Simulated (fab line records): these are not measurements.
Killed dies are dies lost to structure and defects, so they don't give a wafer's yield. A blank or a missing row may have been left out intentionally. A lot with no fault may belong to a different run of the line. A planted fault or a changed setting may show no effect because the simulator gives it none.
Chamber matching ; flow nand-harc ; NHARC_A_CHANNEL_FILL_D1_CMP_10 on cmp-01: 4 sister chambers
The step polishes, target thk 150 nm. 8 wafers are shown with their chamber, then 9 later ones without.

## WAFERS WITH THEIR CHAMBER
wafer;chamber;time-to-endpoint-s (s);motor-current-A (A)
L081.3;1;9.7;11.5
L082.2;2;14.1;12.1
L085.4;2;16.0;11.5
L086.1;1;9.7;11.7
L086.5;3;15.4;9.7
L090.1;3;16.3;10.0
L090.3;0;17.9;12.5
L090.6;0;19.1;13.3

## WAFERS MISSING THEIR CHAMBER
wafer;time-to-endpoint-s (s);motor-current-A (A)
L092.1;14.3;9.8
L092.2;10.6;11.5
L092.3;17.3;12.8
L093.2;9.2;11.1
L093.3;16.6;12.8
L093.6;11.1;10.2
L097.3;11.0;11.9
L097.4;12.4;12.6
L097.6;15.5;12.5

## WHICH CHAMBER EACH ONE RAN IN
wafer;from the rows above;in truth
L092.1;3;3
L092.2;1;1
L092.3;0;0
L093.2;1;1
L093.3;can't be placed: 0 or 2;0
L093.6;can't be placed: 1 or 3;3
L097.3;1;1
L097.4;can't be placed: 2 or 1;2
L097.6;can't be placed: 2 or 0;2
Correct placement for 5 of the 9. Cannot be placed on the basis of these rows: 4; the candidates contain the true chamber in 4. Placed wrongly: 0.
How it was worked out, from the rows above alone: a wafer's distance from a chamber is the root of the sum, over the readings, of the square of ((its reading less the chamber's mean) divided by the reading's scatter). If the next closest chamber is less than 2 further off than the closest, the wafer can't be placed; otherwise it belongs to the closest. Each chamber's mean is taken over the wafers shown for it. The scatter: take each reading less its chamber's mean, square it, sum over the shown wafers, divide by the number of wafers less the number of chambers, and take the root.
